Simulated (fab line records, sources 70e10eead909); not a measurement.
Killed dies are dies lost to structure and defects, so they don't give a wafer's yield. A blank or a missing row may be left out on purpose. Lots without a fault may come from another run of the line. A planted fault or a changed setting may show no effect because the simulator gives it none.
fab line records | flow nand_harc
record lots=24 wafers=72 last_day=24
route steps=1159 shown A_CONTACT@856
lots that met no fault: from a run of the same line without faults
start_h: hours from the record's first day to the start of the lot's first wafer shown | wait_h: hours since the lot's step before | " the same as in the row above | L1.1+2: a row that stands for several wafers | - no value, or no start given | * or withheld: withheld | < > ~ a bound
route shown NAME@n: a module of which the file shows steps, and the number in the route of the first | usual: mean/standard deviation of fault-free wafers | same: alike in all rows | chamber/n: place in a boat | sites: the reading at each site | _std_site: their standard deviation | _edge_site: outer sites' mean less inner sites' | radius_mm: how far each site lies from the wafer's centre | mask NAME#n: copy n | behind: the tool/chamber that last shaped the wafer | hold: why the lot was held/for how many hours/how that ended | device: the transistor (n, p or np) that didn't switch | end of line: the same wafers' tests at the end of the route | a step without rows: its recipe alone | killed: dies lost to structure and defects at the first sort, not the wafer's yield | map: a wafer's dies, x killed, . not, _ none there
set.NAME: the setting as run; set.NAME@STEP: as run at that earlier step | model.NAME: the simulator's own value behind a step, which no gauge read
steps of the route over a sample of lots; a table a step, a row a wafer
services: from which hour (start_h, from the record's first day; less than 0 if before it) a tool's chamber was out of use, for how many hours, and why
## steps
# step NHARC_A_CONTACT_INSPECT_44
# usual raw_defect_count=28/16
# columns lot.wafer tool chamber start_h wait_h raw_defect_count
L074.1 defect_inspect-02 - 366.02 0.0 26
L074.4 " - " " 21
L074.6 " - " " 19
L075.3 defect_inspect-02 - 371.53 0.0 18
L075.4 " - " " 30
L075.6 " - " " 21
L077.1 defect_inspect-01 - 376.31 0.0 21
L077.3 " - " " 19
L077.4 " - " " 15
L076.3 defect_inspect-02 - 376.90 0.0 21
L076.5 " - " " 21
L076.6 " - " " 26
L078.4 defect_inspect-01 - 402.16 0.0 28
L078.5 " - " " 21
L078.6 " - " " 34
L079.1 defect_inspect-02 - 406.29 0.0 6
L079.5 " - " " 9
L079.6 " - " " 11
L080.2 defect_inspect-02 - 413.89 0.1 29
L080.3 " - " " 21
L080.4 " - " " 22
L082.1 defect_inspect-01 - 416.45 0.0 34
L082.4 " - " " 37
L082.5 " - " " 45
L081.1 defect_inspect-01 - 419.50 0.0 9
L081.5 " - " " 13
L081.6 " - " " 7
L083.1 defect_inspect-01 - 433.20 0.0 38
L083.3 " - " " 46
L083.5 " - " " 37
L084.2 defect_inspect-01 - 439.05 0.0 17
L084.3 " - " " 8
L084.4 " - " " 16
L087.1 defect_inspect-01 - 440.88 0.0 11
L087.2 " - " " 11
L087.4 " - " " 11
L085.2 defect_inspect-01 - 448.65 0.0 34
L085.3 " - " " 44
L085.5 " - " " 48
L086.2 defect_inspect-02 - 452.82 0.0 23
L086.5 " - " " 23
L086.6 " - " " 29
L088.1 defect_inspect-02 - 454.84 0.0 10
L088.2 " - " " 10
L088.4 " - " " 11
L089.2 defect_inspect-01 - 455.07 0.0 51
L089.4 " - " " 50
L089.5 " - " " 45
L091.3 defect_inspect-01 - 465.19 0.0 33
L091.5 " - " " 23
L091.6 " - " " 37
L090.1 defect_inspect-01 - 466.20 0.0 19
L090.3 " - " " 25
L090.5 " - " " 30
L092.1 defect_inspect-01 - 481.07 0.0 30
L092.3 " - " " 47
L092.4 " - " " 36
L094.1 defect_inspect-01 - 492.75 0.0 71
L094.2 " - " " 48
L094.5 " - " " 66
L096.1 defect_inspect-01 - 496.76 0.0 13
L096.4 " - " " 13
L096.6 " - " " 5
L095.3 defect_inspect-02 - 499.80 0.0 15
L095.5 " - " " 13
L095.6 " - " " 11
L093.1 defect_inspect-02 - 500.83 0.0 62
L093.4 " - " " 63
L093.6 " - " " 51
L097.3 defect_inspect-01 - 515.15 0.0 32
L097.4 " - " " 50
L097.5 " - " " 38
# step NHARC_A_CONTACT_ETCH_51
# recipe target_depth_a=36000 over_etch_frac=0.3 time_s=936 ion_energy_ev=150 o2_flow_sccm=400 cos_flow_sccm=20 ar_flow_sccm=0 rf_w=500 bias_w=300 chemistry=O2/COS
# usual drypump_motor_current_A=5.5/0.31 oes_product_au=1.005/0.01 rf_vpp_V=314.1/2 showerhead_plenum_p_Torr=3.12/0.13 throttle_valve_pct=28.330/0.0088
# columns lot.wafer tool chamber start_h wait_h drypump_motor_current_A oes_product_au rf_hours_counter_h rf_vpp_V showerhead_plenum_p_Torr throttle_valve_pct
L074.4 rie_diel-09 0 - - 4.9 1.008 42 315.1 3.04 28.326
L074.1 " 2 " " 5.6 0.991 36 313.5 2.97 28.327
L074.6 " 3 " " 6.0 1.008 - 314.2 3.19 28.323
L075.4 rie_diel-09 0 - - 4.9 0.995 44 313.4 3.04 28.344
L075.3 " 1 " " 5.6 0.996 45 313.6 3.11 28.334
L075.6 " 2 " " 5.6 0.998 - 312.6 2.97 28.333
L077.4 rie_diel-11 3 - - 5.7 0.993 0 312.2 3.05 28.323
L077.3 " 1 " " 5.1 1.017 0 314.9 3.22 28.326
L077.1 " 2 " " 5.8 1.000 0 316.0 3.27 28.336
L076.3 rie_diel-09 1 - - 5.6 1.003 48 315.1 3.11 28.326
L076.5 " 1 " " 5.6 1.003 - 314.6 3.11 28.346
L076.6 " 2 " " 5.6 0.993 - 313.0 2.97 28.326
L078.4 rie_diel-11 2 - - 5.8 1.010 4 315.4 3.27 28.325
L078.6 " 1 " " 5.0 1.002 - 314.8 3.22 28.337
L078.5 " 2 " " 5.9 1.021 - 315.7 3.27 28.335
L079.1 rie_diel-01 0 - - 5.6 1.004 31 313.4 3.10 28.336
L079.5 " 1 " " 5.6 1.010 - 317.0 3.32 28.342
L079.6 " 2 " " 5.7 0.998 - 314.3 3.17 28.340
L080.4 rie_diel-11 3 - - 5.7 0.991 6 312.8 3.04 28.320
L080.2 " 0 " " 5.6 1.018 6 311.4 2.89 28.336
L080.3 " 1 " " 5.0 1.022 6 316.2 3.22 28.336
L082.1 rie_diel-01 0 - - 5.5 1.000 34 314.1 3.10 28.342
L082.4 " 3 " " 5.1 1.009 25 314.4 3.21 28.353
L082.5 " 0 " " 5.5 1.005 - 313.6 3.10 28.343
L081.1 rie_diel-01 1 - - 5.6 1.013 32 317.2 3.32 28.330
L081.5 " 0 " " 5.5 1.004 - 314.4 3.10 28.332
L081.6 " 1 " " 5.6 1.001 - 316.5 3.32 28.334
L083.3 rie_diel-11 3 - - 5.7 0.991 9 313.2 3.04 28.346
L083.1 " 0 " " 5.6 1.015 10 310.7 2.89 28.336
L083.5 " 3 " " 5.7 0.997 - 312.7 3.04 28.314
L084.2 rie_diel-11 3 - - 5.7 0.998 11 313.8 3.04 28.333
L084.3 " 0 " " 5.6 1.013 12 310.2 2.89 28.332
L084.4 " 1 " " 5.0 1.024 - 316.5 3.21 28.344
L087.1 rie_diel-11 1 - - 5.1 1.004 12 313.8 3.21 28.322
L087.2 " 3 " " 5.7 0.984 13 313.3 3.04 28.332
L087.4 " 1 " " 5.0 1.007 - 316.6 3.21 28.312
L085.3 rie_diel-09 1 - - 5.6 0.988 2 313.1 3.10 28.337
L085.2 " 0 " " 4.9 0.998 2 311.7 3.03 28.325
L085.5 " 2 " " 5.6 0.984 - 312.2 2.96 28.330
L086.2 rie_diel-11 1 - - 5.0 1.018 15 314.9 3.21 28.335
L086.6 " 1 " " 5.1 1.019 - 315.9 3.21 28.312
L086.5 " 2 " " 5.9 1.023 - 315.2 3.27 28.321
L088.2 rie_diel-01 1 - - 5.6 1.001 48 316.9 3.31 28.338
L088.4 " 2 " " 5.7 0.996 49 314.3 3.16 28.330
L088.1 " 3 " " 5.0 0.999 38 316.3 3.20 28.321
L089.4 rie_diel-11 0 - - 5.6 1.014 16 311.6 2.89 28.321
L089.2 " 3 " " 5.7 0.995 15 313.4 3.04 28.326
L089.5 " 1 " " 5.1 1.017 - 315.8 3.21 28.338
L091.3 rie_diel-11 1 - - 5.0 1.018 18 316.0 3.21 28.329
L091.6 " 1 " " 5.0 1.013 - 314.8 3.21 28.323
L091.5 " 2 " " 5.9 1.015 - 316.6 3.27 28.334
L090.3 rie_diel-01 3 - - 5.0 0.997 42 316.3 3.20 28.326
L090.1 " 2 " " 5.7 0.989 53 315.0 3.16 28.321
L090.5 " 0 " " 5.5 0.999 - 312.9 3.09 28.326
L092.1 rie_diel-11 0 - - 5.6 1.019 21 311.7 2.89 28.324
L092.3 " 1 " " 5.0 1.025 21 314.6 3.21 28.335
L092.4 " 2 " " 5.8 1.018 18 315.8 3.26 28.321
L094.2 rie_diel-11 3 - - 5.7 1.009 22 313.4 3.04 28.311
L094.1 " 2 " " 5.8 1.024 19 315.0 3.26 28.328
L094.5 " 0 " " 5.6 1.019 - 312.7 2.88 28.328
L096.4 rie_diel-11 3 - - 5.7 0.999 23 314.1 3.04 28.325
L096.1 " 1 " " 5.1 0.994 23 315.6 3.21 28.322
L096.6 " 3 " " 5.7 0.995 - 313.5 3.04 28.333
L095.3 rie_diel-11 2 - - 5.9 1.027 21 314.8 3.26 28.337
L095.5 " 0 " " 5.6 1.010 - 310.0 2.88 28.325
L095.6 " 1 " " 5.0 1.014 - 315.2 3.21 28.333
L093.1 rie_diel-01 3 - - 5.0 1.016 1 315.3 3.19 28.330
L093.4 " 0 " " 5.5 1.011 0 313.7 3.09 28.325
L093.6 " 2 " " 5.7 0.991 - 314.7 3.16 28.337
L097.4 rie_diel-01 0 - - 5.4 1.016 6 313.9 3.08 28.322
L097.3 " 3 " " 5.0 1.005 7 315.1 3.19 28.332
L097.5 " 1 " " 5.6 1.004 - 316.4 3.30 28.342
# step NHARC_A_CONTACT_ETCH_113
# recipe source_w=withheld pressure_mtorr=20 bias_v=3000 time_s=94 target_depth_a=9220 ar_flow_sccm=withheld c4f8_flow_sccm=withheld o2_flow_sccm=withheld chemistry=C4F8/O2/Ar
# columns lot.wafer tool chamber start_h wait_h rf_hours_counter_h
L074.1 har_cap_etch-02 1 367.63 0.1 7
L074.4 " 1 " " -
L074.6 " 0 " " -
L075.4 har_cap_etch-01 1 373.43 0.1 -
L075.3 " 0 " " -
L075.6 " 0 " " -
L077.1 har_cap_etch-02 0 377.94 0.1 10
L077.3 " 1 " " -
L077.4 " 0 " " -
L076.3 har_cap_etch-03 0 378.56 0.1 -
L076.6 " 1 " " -
L076.5 " 0 " " -
L078.4 har_cap_etch-01 0 403.93 0.1 -
L078.6 " 1 " " -
L078.5 " 0 " " -
L079.1 har_cap_etch-02 1 408.32 0.1 14
L079.5 " 0 " " -
L079.6 " 1 " " -
L080.2 har_cap_etch-01 1 415.51 0.1 61
L080.3 " 0 " " -
L080.4 " 1 " " -
L082.1 har_cap_etch-03 1 418.15 0.1 90
L082.4 " 0 " " -
L082.5 " 0 " " -
L081.1 har_cap_etch-01 1 421.14 0.1 63
L081.5 " 0 " " -
L081.6 " 1 " " -
L083.1 har_cap_etch-01 0 434.94 0.1 66
L083.3 " 0 " " -
L083.5 " 1 " " -
L084.2 har_cap_etch-02 0 440.98 0.1 19
L084.4 " 1 " " -
L084.3 " 0 " " -
L087.2 har_cap_etch-03 1 443.34 0.1 94
L087.1 " 0 " " 94
L087.4 " 0 " " -
L085.2 har_cap_etch-01 0 450.39 0.1 68
L085.3 " 0 " " -
L085.5 " 1 " " -
L086.2 har_cap_etch-01 1 454.46 0.1 70
L086.6 " 0 " " -
L086.5 " 1 " " -
L088.1 har_cap_etch-02 1 456.46 0.1 23
L088.2 " 0 " " 23
L088.4 " 1 " " -
L089.2 har_cap_etch-03 0 456.69 0.1 96
L089.4 " 0 " " -
L089.5 " 1 " " -
L091.3 har_cap_etch-02 0 466.87 0.1 -
L091.6 " 1 " " -
L091.5 " 0 " " -
L090.1 har_cap_etch-02 1 468.35 0.1 26
L090.3 " 0 " " -
L090.5 " 0 " " -
L092.1 har_cap_etch-01 0 483.32 0.1 76
L092.3 " 0 " " -
L092.4 " 1 " " -
L094.2 har_cap_etch-01 0 494.47 0.1 77
L094.1 " 1 " " 77
L094.5 " 1 " " -
L096.1 har_cap_etch-02 1 498.45 0.1 30
L096.4 " 0 " " -
L096.6 " 1 " " -
L095.3 har_cap_etch-01 0 501.48 0.1 -
L095.5 " 1 " " -
L095.6 " 0 " " -
L093.1 har_cap_etch-03 0 502.45 0.1 104
L093.4 " 0 " " -
L093.6 " 1 " " -
L097.3 har_cap_etch-02 0 516.92 0.1 -
L097.4 " 1 " " -
L097.5 " 1 " " -
# step NHARC_A_CONTACT_ETCH_116
# recipe source_w=withheld pressure_mtorr=20 bias_v=3000 time_s=94 target_depth_a=9220 ar_flow_sccm=withheld c4f8_flow_sccm=withheld o2_flow_sccm=withheld chemistry=C4F8/O2/Ar
# columns lot.wafer tool chamber start_h wait_h rf_hours_counter_h
L074.1 har_cap_etch-02 1 367.90 0.1 8
L074.4 " 1 " " -
L074.6 " 0 " " -
L075.4 har_cap_etch-01 1 373.70 0.1 -
L075.3 " 0 " " -
L075.6 " 0 " " -
L077.1 har_cap_etch-02 0 378.21 0.1 10
L077.3 " 1 " " -
L077.4 " 0 " " -
L076.3 har_cap_etch-03 0 378.83 0.1 -
L076.6 " 1 " " -
L076.5 " 0 " " -
L078.4 har_cap_etch-01 0 404.29 0.1 -
L078.6 " 1 " " -
L078.5 " 0 " " -
L079.1 har_cap_etch-02 1 408.68 0.1 14
L079.5 " 0 " " -
L079.6 " 1 " " -
L080.2 har_cap_etch-01 1 415.79 0.1 62
L080.3 " 0 " " -
L080.4 " 1 " " -
L082.1 har_cap_etch-03 1 418.52 0.1 90
L082.4 " 0 " " -
L082.5 " 0 " " -
L081.1 har_cap_etch-01 1 421.41 0.1 63
L081.5 " 0 " " -
L081.6 " 1 " " -
L083.1 har_cap_etch-01 0 435.22 0.1 66
L083.3 " 0 " " -
L083.5 " 1 " " -
L084.2 har_cap_etch-02 0 441.25 0.1 19
L084.4 " 1 " " -
L084.3 " 0 " " -
L087.2 har_cap_etch-03 1 443.61 0.1 94
L087.1 " 0 " " 94
L087.4 " 0 " " -
L085.2 har_cap_etch-01 0 450.67 0.1 69
L085.3 " 0 " " -
L085.5 " 1 " " -
L086.2 har_cap_etch-01 1 454.73 0.1 70
L086.6 " 0 " " -
L086.5 " 1 " " -
L088.1 har_cap_etch-02 1 456.73 0.1 23
L088.2 " 0 " " 23
L088.4 " 1 " " -
L089.2 har_cap_etch-03 0 456.97 0.1 97
L089.4 " 0 " " -
L089.5 " 1 " " -
L091.3 har_cap_etch-02 0 467.14 0.1 -
L091.6 " 1 " " -
L091.5 " 0 " " -
L090.1 har_cap_etch-02 1 468.62 0.1 26
L090.3 " 0 " " -
L090.5 " 0 " " -
L092.1 har_cap_etch-01 0 483.68 0.1 76
L092.3 " 0 " " -
L092.4 " 1 " " -
L094.2 har_cap_etch-01 0 494.83 0.1 77
L094.1 " 1 " " 77
L094.5 " 1 " " -
L096.1 har_cap_etch-02 1 498.72 0.1 30
L096.4 " 0 " " -
L096.6 " 1 " " -
L095.3 har_cap_etch-01 0 501.75 0.1 -
L095.5 " 1 " " -
L095.6 " 0 " " -
L093.1 har_cap_etch-03 0 502.73 0.1 105
L093.4 " 0 " " -
L093.6 " 1 " " -
L097.3 har_cap_etch-02 0 517.20 0.1 -
L097.4 " 1 " " -
L097.5 " 1 " " -
# step NHARC_A_CONTACT_DEP_84
# recipe target_thk_a=20000 temp_c=400 material=aC
# usual throttle_valve_pct=35.001/0.0095
# columns lot.wafer tool chamber start_h wait_h throttle_valve_pct
L074.1 acl_dep-03 0 380.95 - 35.000
L074.4 " 0 " " 34.993
L074.6 " 0 " " 34.996
L075.3 acl_dep-01 0 387.08 - 35.004
L075.4 " 0 " " 35.018
L075.6 " 0 " " 34.996
L076.3 acl_dep-03 0 389.41 - 34.995
L076.5 " 0 " " 34.996
L076.6 " 0 " " 34.997
L077.1 acl_dep-01 0 390.67 - 35.024
L077.3 " 0 " " 34.997
L077.4 " 0 " " 34.994
L078.4 acl_dep-01 0 419.38 - 35.012
L078.5 " 0 " " 34.989
L078.6 " 0 " " 34.986
L079.1 acl_dep-03 0 422.41 - 35.002
L079.5 " 0 " " 34.997
L079.6 " 0 " " 35.014
L080.2 acl_dep-03 0 429.18 - 35.016
L080.3 " 0 " " 35.006
L080.4 " 0 " " 34.988
L082.1 acl_dep-01 0 430.12 - 35.013
L082.4 " 0 " " 34.991
L082.5 " 0 " " 35.007
L081.1 acl_dep-03 0 432.45 - 34.990
L081.5 " 0 " " 35.005
L081.6 " 0 " " 34.986
L083.1 acl_dep-03 0 447.81 - 35.018
L083.3 " 0 " " 34.989
L083.5 " 0 " " 35.004
L084.2 acl_dep-03 0 451.20 - 34.991
L084.3 " 0 " " 34.989
L084.4 " 0 " " 35.009
L087.1 acl_dep-02 0 455.85 - 35.006
L087.2 " 0 " " 35.003
L087.4 " 0 " " 34.997
L085.2 acl_dep-01 0 464.37 - 35.000
L085.3 " 0 " " 35.006
L085.5 " 0 " " 34.988
L086.2 acl_dep-02 0 467.13 - 35.005
L086.5 " 0 " " 35.000
L086.6 " 0 " " 34.989
L089.2 acl_dep-01 0 468.12 - 35.015
L089.4 " 0 " " 35.000
L089.5 " 0 " " 34.996
L088.1 acl_dep-01 0 470.87 - 35.000
L088.2 " 0 " " 35.017
L088.4 " 0 " " 35.022
L091.3 acl_dep-02 0 477.29 - 34.985
L091.5 " 0 " " 34.986
L091.6 " 0 " " 35.002
L090.1 acl_dep-02 0 482.92 - 34.999
L090.3 " 0 " " 35.005
L090.5 " 0 " " 34.991
L092.1 acl_dep-01 0 495.60 - 34.997
L092.3 " 0 " " 35.008
L092.4 " 0 " " 35.014
L094.1 acl_dep-03 0 504.78 - 35.003
L094.2 " 0 " " 35.014
L094.5 " 0 " " 34.996
L096.1 acl_dep-02 0 510.24 - 35.006
L096.4 " 0 " " 35.008
L096.6 " 0 " " 34.986
L095.3 acl_dep-02 0 511.87 - 35.022
L095.5 " 0 " " 34.999
L095.6 " 0 " " 35.001
L093.1 acl_dep-01 0 513.03 - 35.008
L093.4 " 0 " " 35.012
L093.6 " 0 " " 34.986
L097.3 acl_dep-01 0 527.29 - 35.010
L097.4 " 0 " " 35.002
L097.5 " 0 " " 35.006
# step NHARC_A_CONTACT_ETCH_98
# recipe target_depth_a=200 over_etch_frac=0.5 time_s=10 ion_energy_ev=250 c4f6_flow_sccm=25 o2_flow_sccm=20 ar_flow_sccm=500 rf_w=600 bias_w=500 chemistry=C4F6/O2
# usual drypump_motor_current_A=5.5/0.32 oes_product_au=0.971/0.022 rf_vpp_V=547/3.5 showerhead_plenum_p_Torr=3.91/0.16 throttle_valve_pct=26.903/0.009
# columns lot.wafer tool chamber start_h wait_h drypump_motor_current_A oes_product_au rf_hours_counter_h rf_vpp_V showerhead_plenum_p_Torr throttle_valve_pct
L074.4 rie_diel-11 0 - - 5.6 0.984 3 541 3.65 26.918
L074.1 " 1 " " 5.1 0.976 2 551 4.04 26.899
L074.6 " 3 " " 5.7 0.957 - 546 3.83 26.908
L075.3 rie_diel-11 1 - - 5.1 0.938 3 548 4.04 26.902
L075.4 " 3 " " 5.7 0.951 4 544 3.83 26.894
L075.6 " 1 " " 5.1 0.949 - 549 4.04 26.895
L076.3 rie_diel-11 0 - - 5.6 0.969 4 542 3.65 26.897
L076.5 " 0 " " 5.6 0.956 - 541 3.65 26.889
L076.6 " 1 " " 5.0 0.979 - 550 4.04 26.911
L077.3 rie_diel-11 2 - - 5.8 0.961 4 550 4.10 26.905
L077.4 " 3 " " 5.7 0.947 4 544 3.83 26.916
L077.1 " 1 " " 5.0 0.976 4 548 4.04 26.897
L078.4 rie_diel-11 3 - - 5.7 0.953 7 545 3.83 26.897
L078.6 " 0 " " 5.6 0.968 - 543 3.64 26.893
L078.5 " 1 " " 5.1 0.961 - 549 4.04 26.914
L079.1 rie_diel-09 2 - - 5.6 0.965 57 544 3.73 26.889
L079.6 " 0 " " 5.0 0.949 - 546 3.81 26.902
L079.5 " 1 " " 5.6 0.957 - 547 3.89 26.895
L080.4 rie_diel-11 2 - - 5.9 0.984 8 551 4.10 26.901
L080.2 " 3 " " 5.7 0.958 9 545 3.83 26.900
L080.3 " 1 " " 5.1 0.999 9 549 4.04 26.898
L082.4 rie_diel-11 2 - - 5.9 0.985 9 551 4.10 26.901
L082.1 " 0 " " 5.6 0.975 11 542 3.64 26.900
L082.5 " 2 " " 5.9 0.983 - 551 4.10 26.900
L081.1 rie_diel-11 2 - - 5.9 0.980 9 553 4.10 26.904
L081.5 " 0 " " 5.6 0.961 - 540 3.64 26.899
L081.6 " 1 " " 5.0 0.983 - 550 4.03 26.897
L083.1 rie_diel-11 0 - - 5.6 0.968 15 541 3.64 26.898
L083.3 " 1 " " 5.0 0.959 14 549 4.03 26.926
L083.5 " 3 " " 5.7 0.954 - 545 3.83 26.908
L084.3 rie_diel-09 1 - - 5.6 1.001 5 547 3.89 26.922
L084.2 " 2 " " 5.6 0.991 5 541 3.73 26.899
L084.4 " 3 " " 6.0 0.995 4 549 3.99 26.914
L087.1 rie_diel-01 0 - - 5.5 0.995 45 545 3.89 26.883
L087.2 " 1 " " 5.6 1.006 51 552 4.15 26.903
L087.4 " 2 " " 5.7 1.004 51 549 3.97 26.905
L085.2 rie_diel-11 2 - - 5.9 0.963 16 551 4.10 26.915
L085.3 " 3 " " 5.7 0.954 18 545 3.82 26.901
L085.5 " 3 " " 5.7 0.951 - 547 3.82 26.914
L086.2 rie_diel-11 2 - - 5.8 1.020 16 552 4.10 26.907
L086.6 " 0 " " 5.6 1.023 - 541 3.64 26.908
L086.5 " 1 " " 5.1 1.029 - 550 4.03 26.899
L088.4 rie_diel-09 0 - - 4.9 0.946 11 545 3.80 26.911
L088.2 " 1 " " 5.6 0.937 14 548 3.89 26.892
L088.1 " 2 " " 5.6 0.951 13 543 3.73 26.898
L089.2 rie_diel-11 1 - - 5.1 0.945 20 550 4.03 26.900
L089.4 " 2 " " 5.8 0.956 17 551 4.10 26.918
L089.5 " 2 " " 5.9 0.950 - 550 4.10 26.904
L091.3 rie_diel-11 1 - - 5.1 0.998 21 549 4.03 26.904
L091.6 " 0 " " 5.6 0.990 - 541 3.64 26.893
L091.5 " 1 " " 5.1 0.986 - 548 4.03 26.891
L090.1 rie_diel-11 3 - - 5.7 0.940 21 545 3.82 26.910
L090.3 " 1 " " 5.0 0.963 22 548 4.03 26.909
L090.5 " 2 " " 5.9 0.961 - 550 4.09 26.906
L092.3 rie_diel-01 3 - - 5.0 1.005 0 548 4.01 26.902
L092.4 " 0 " " 5.5 1.002 0 544 3.88 26.906
L092.1 " 1 " " 5.6 1.004 0 550 4.14 26.903
L094.1 rie_diel-11 1 - - 5.1 0.967 26 550 4.03 26.914
L094.2 " 3 " " 5.7 0.961 25 546 3.82 26.914
L094.5 " 1 " " 5.0 0.971 - 550 4.03 26.894
L096.4 rie_diel-01 0 - - 5.5 0.961 5 547 3.88 26.896
L096.1 " 1 " " 5.6 0.954 5 551 4.14 26.892
L096.6 " 0 " " 5.5 0.956 - 546 3.88 26.908
L095.3 rie_diel-09 2 515.94 0.1 5.6 0.992 27 543 3.72 26.915
L095.6 " 3 " " 6.0 1.001 - 548 3.98 26.914
L095.5 " 1 " " 5.6 0.987 - 547 3.88 26.938
L093.1 rie_diel-01 2 - - 5.7 0.935 7 546 3.96 26.890
L093.4 " 0 " " 5.5 0.955 6 546 3.88 26.904
L093.6 " 3 " " 5.0 0.954 - 549 4.01 26.892
L097.3 rie_diel-11 1 - - 5.0 0.961 30 549 4.02 26.888
L097.4 " 3 " " 5.7 0.936 29 544 3.82 26.911
L097.5 " 1 " " 5.0 0.959 - 549 4.02 26.914
## services
# columns tool chamber start_h hours kind
rie_diel-11 0 346.22 - clean
rie_diel-11 1 346.22 - clean
rie_diel-11 2 346.22 - clean
rie_diel-11 3 346.22 - clean
rie_diel-11 2 350.98 16.6 repair
acl_dep-02 - 351.55 13.0 pm
rie_diel-11 - 367.16 9.0 pm
rie_diel-11 0 367.16 9.0 vent_cycle
rie_diel-11 1 367.16 9.0 vent_cycle
rie_diel-11 3 367.16 9.0 vent_cycle
rie_diel-11 0 376.16 - clean
rie_diel-11 1 376.16 - clean
rie_diel-11 2 376.16 - clean
rie_diel-01 1 402.50 4.2 repair
acl_dep-03 - 405.61 13.0 pm
rie_diel-01 0 427.90 15.1 repair
rie_diel-09 - 432.00 9.0 pm
rie_diel-01 3 436.30 5.6 repair
rie_diel-09 0 468.52 4.2 repair
rie_diel-01 2 468.70 7.5 repair
acl_dep-01 - 474.91 13.0 pm
rie_diel-01 - 491.80 9.0 pm
rie_diel-11 0 495.03 1.5 repair
rie_diel-09 0 513.05 5.8 repair
## key
fault none
